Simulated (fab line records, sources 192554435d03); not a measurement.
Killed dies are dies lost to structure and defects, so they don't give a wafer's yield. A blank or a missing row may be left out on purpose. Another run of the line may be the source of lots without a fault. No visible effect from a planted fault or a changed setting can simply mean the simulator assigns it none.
Which tool is to blame?	flow n5 finfet	13 lots with 35 wafers sampled at 5 steps, on a route of 1938 steps

== WHAT THE GAUGES READ, wafer by wafer ==
No reading from a measuring or inspecting step in the record can be judged against a usual standard deviation.

== EACH LOT AND THE TOOL THAT RAN IT (in order: tool; ch and the chambers of the sampled wafers; start) ==
lot	N5_MOL_CONTACT_COAG_PRE_CLEAN_141	N5_MOL_CONTACT_COAG_SPUTTER_130	N5_MOL_CONTACT_COAG_ALD_27	N5_MOL_CONTACT_COAG_CMP_28	N5_PASSIVATION_PROBE_49
L617	pvd sputter-01, day 4 20:37	pvd sputter-02, day 4 22:53	ald sin-02 ch 0,3, day 5 00:01	cmp-03 ch 0,3, day 5 01:38	prober-02, day 12 01:34
L618	pvd sputter-03, day 5 02:46	pvd sputter-03, day 5 05:58	ald sin-02 ch 0,2,3, day 5 06:58	cmp-03 ch 0,2,3, day 5 08:37	prober-02, day 12 06:56
L619	pvd sputter-02, day 5 10:20	pvd sputter-01, day 5 13:36	ald sin-03 ch 0,1,2, day 5 14:36	cmp-04 ch 0,1,2, day 5 16:10	prober-01, day 12 13:34
L620	pvd sputter-01, day 5 13:58	pvd sputter-03, day 5 16:04	ald sin-04 ch 0,1,3, day 5 18:10	cmp-04 ch 1,2, day 5 19:47	prober-02, day 12 15:10
L621	pvd sputter-03, day 5 21:53	pvd sputter-01, day 6 00:25	ald sin-02 ch 0,2,3, day 6 01:25	cmp-03 ch 0,2,3, day 6 02:59	prober-01, day 13 03:18
L625	pvd sputter-02, day 6 20:08	pvd sputter-01, day 6 22:46	ald sin-04 ch 0,3, day 6 23:58	cmp-04 ch 0,2, day 7 01:32	prober-01, day 13 16:59
L626	pvd sputter-02, day 7 00:37	pvd sputter-03, day 7 03:01	ald sin-04 ch 0,2, day 7 04:03	cmp-01 ch 2,3, day 7 05:44	prober-01, day 14 07:10
L628	pvd sputter-03, day 7 12:41	pvd sputter-01, day 7 14:34	ald sin-04 ch 0,2, day 7 15:34	cmp-04 ch 0,2, day 7 17:10	prober-02, day 14 05:25
L631	pvd sputter-02, day 8 15:33	pvd sputter-03, day 8 17:26	ald sin-04 ch 0,2, day 8 18:44	cmp-03 ch 1,2, day 8 20:18	prober-01, day 16 02:56
L635	pvd sputter-03, day 9 09:25	pvd sputter-03, day 9 12:45	ald sin-02 ch 0,1,3, day 9 13:55	cmp-04 ch 0,3, day 9 15:28	prober-01, day 17 18:27
L637	pvd sputter-01, day 9 21:21	pvd sputter-03, day 10 00:05	ald sin-02 ch 0,3, day 10 01:06	cmp-03 ch 1,2,3, day 10 02:42	prober-01, day 18 23:35
L639	pvd sputter-03, day 10 09:55	pvd sputter-01, day 10 11:58	ald sin-03 ch 0,1,3, day 10 12:59	cmp-03 ch 0,2,3, day 10 14:41	prober-01, day 19 05:44
L640	pvd sputter-03, day 10 16:00	pvd sputter-01, day 10 18:58	ald sin-03 ch 1,2, day 10 20:01	cmp-01 ch 0,1,3, day 10 21:39	prober-02, day 20 05:48
- N5_MOL_CONTACT_COAG_PRE_CLEAN_141: time 60 s.
- N5_MOL_CONTACT_COAG_SPUTTER_130: material Co, target thk 47.5 nm.
- N5_MOL_CONTACT_COAG_ALD_27: deposits SiOC, target thk 17 nm, pulse time 1.5 s, time 2720 s.
- N5_MOL_CONTACT_COAG_CMP_28: polishes, stops on SiNx, t overpolish 0.85 s, target thk 14.522 nm.
- N5_PASSIVATION_PROBE_49

== AS READ BY THE TOOLS THEMSELVES (means over the sampled wafers that have a number; for cases with no such wafer, the mark the record gives instead) ==
N5_MOL_CONTACT_COAG_PRE_CLEAN_141. Usual: heater power w 472 W, standard deviation 44; susceptor temp C 299.99 C, standard deviation 0.19.
lot	tool	heater power w (W)	susceptor temp C (C)	flag
L617	pvd sputter-01	440	300.11	
L618	pvd sputter-03	503	299.92	
L619	pvd sputter-02	467	300.05	
L620	pvd sputter-01	447	300.08	
L621	pvd sputter-03	504	299.88	
L625	pvd sputter-02	463	299.99	
L626	pvd sputter-02	428	299.81	
L628	pvd sputter-03	466	299.73	
L631	pvd sputter-02	479	299.93	
L635	pvd sputter-03	478	300.04	
L637	pvd sputter-01	448	300.16	
L639	pvd sputter-03	455	300.01	
L640	pvd sputter-03	491	300.04	

N5_MOL_CONTACT_COAG_SPUTTER_130. Usual: chamber pressure pa 0.5000 Pa, standard deviation 0.00099; susceptor temp C 24.99 C, standard deviation 0.11; throttle valve pct 30.4 %, standard deviation 1.4.
lot	tool	chamber pressure pa (Pa)	susceptor temp C (C)	throttle valve pct (%)	flag
L617	pvd sputter-02	0.4992	25.15	30.1	
L618	pvd sputter-03	0.5009	25.03	29.0	
L619	pvd sputter-01	0.4997	25.10	31.1	
L620	pvd sputter-03	0.5000	25.12	28.9	
L621	pvd sputter-01	0.4996	25.08	31.5	
L625	pvd sputter-01	0.4995	24.99	32.0	
L626	pvd sputter-03	0.5006	25.02	28.1	
L628	pvd sputter-01	0.4991	24.93	31.6	
L631	pvd sputter-03	0.5005	25.01	29.0	
L635	pvd sputter-03	0.4996	24.97	28.3	
L637	pvd sputter-03	0.4987	24.95	29.7	
L639	pvd sputter-01	0.4998	24.91	31.6	
L640	pvd sputter-01	0.5000	25.03	31.7	

N5_MOL_CONTACT_COAG_ALD_27. Usual: heater power w 868 W, standard deviation 78; precursor pulse height rel 1.003, standard deviation 0.016; run length s 2769.8 s, standard deviation 0.5; susceptor temp C 400.01 C, standard deviation 0.23.
lot	tool	heater power w (W)	precursor pulse height rel	run length s (s)	susceptor temp C (C)	flag
L617	ald sin-02	860	1.001	2769.7	400.16	
L618	ald sin-02	855	1.002	2769.4	399.99	
L619	ald sin-03	844	1.012	2770.4	400.21	
L620	ald sin-04	884	1.001	2769.7	399.74	
L621	ald sin-02	862	0.994	2769.5	400.10	
L625	ald sin-04	821	0.995	2769.5	400.25	
L626	ald sin-04	958	1.015	2629.8	400.31	OFF
L628	ald sin-04	959	0.990	2629.9	400.16	OFF
L631	ald sin-04	949	0.990	2629.7	400.35	OFF
L635	ald sin-02	867	1.001	2769.7	400.00	
L637	ald sin-02	842	1.005	2769.5	399.84	
L639	ald sin-03	828	1.011	2769.9	400.09	
L640	ald sin-03	872	0.998	2769.9	399.97	

N5_MOL_CONTACT_COAG_CMP_28. Usual: motor current A 11.8 A, standard deviation 1.6; pad life wafers 1236, standard deviation 560.
lot	tool	motor current A (A)	pad life wafers	flag
L617	cmp-03	12.2	968	
L618	cmp-03	12.5	1022	
L619	cmp-04	12.1	1664	
L620	cmp-04	12.6	1688	
L621	cmp-03	12.1	1165	
L625	cmp-04	10.4	1933	
L626	cmp-01	13.2	945	
L628	cmp-04	11.2	2042	
L631	cmp-03	10.9	1652	
L635	cmp-04	9.5	234	
L637	cmp-03	11.8	1904	
L639	cmp-03	12.5	1995	
L640	cmp-01	12.6	1616	

N5_PASSIVATION_PROBE_49. Usual: killed_at_M0_to_M3 33, standard deviation 9.9; killed_at_M4_up 14, standard deviation 6.4; killed at contacts 12, standard deviation 7; killed at front end 41, standard deviation 13; killed at other 3.1, standard deviation 2.9; killed dies 103, standard deviation 20; killed on rim 13, standard deviation 4; killed open 67, standard deviation 14; killed short 34, standard deviation 9.4.
lot	tool	killed_at_M0_to_M3	killed_at_M4_up	killed at contacts	killed at front end	killed at other	killed dies	killed on rim	killed open	killed short	flag
L617	prober-02	30	16	22	33	1.0	102	13	69	32	
L618	prober-02	39	10	8	36	2.0	95	12	65	30	
L619	prober-01	24	13	13	55	0.3	106	12	65	39	
L620	prober-02	34	11	9	39	3.0	97	12	66	29	
L621	prober-01	41	12	12	32	0.7	98	11	59	39	
L625	prober-01	30	10	7	47	4.3	98	11	53	43	
L626	prober-01	23	14	4	45	2.5	89	12	58	30	
L628	prober-02	22	18	10	31	2.0	84	8	55	26	
L631	prober-01	44	15	18	71	3.0	151	22	96	54	
L635	prober-01	27	8	12	21	4.0	72	8	46	24	
L637	prober-01	25	15	11	36	2.3	89	11	65	24	
L639	prober-01	41	12	10	57	2.0	121	13	83	37	
L640	prober-02	31	22	6	42	6.3	107	14	74	29	

== THE ANSWER, worked out from the rows above alone ==
Rule: a lot counts as off when the mean over its wafers that have a number is more than 3 standard deviations away from the usual mean. Also off: a lot with no number at a reading for which 4 or more lots have one. Any other lot the step has rows for is counted as sound. After the gauges, taken in route order, come the tools' own readings; for these a lot's mean is taken, as printed above. The first step at which some lot is off is used, and at that step the reading that is off furthest; a lot without a number counts as furthest.
Off: L626, L628, L631 (N5_MOL_CONTACT_COAG_ALD_27, run length s).
If a tool, at that step or one of the process steps before it, ran each lot that is off and ran no sound lot following the first of them, it fits. One fits: ald sin-04 at N5_MOL_CONTACT_COAG_ALD_27. Its last sound lot is L625 (day 6 23:58), its first lot that is off L626 (day 7 04:03): a fault that began between those two fits.
The tool's own readings at N5_MOL_CONTACT_COAG_ALD_27 bear it out: on the lots that are off they differ by more than 5 times the standard deviation of the sound lots' means. heater power w reads 955 W there against 854 W on the sound lots; run length s reads 2629.8 s there against 2769.7 s on the sound lots.

== WHAT THE SIMULATOR HAD INSERTED ==
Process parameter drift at N5_MOL_CONTACT_COAG_ALD_27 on ald sin-04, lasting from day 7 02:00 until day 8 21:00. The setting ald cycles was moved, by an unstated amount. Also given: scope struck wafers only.
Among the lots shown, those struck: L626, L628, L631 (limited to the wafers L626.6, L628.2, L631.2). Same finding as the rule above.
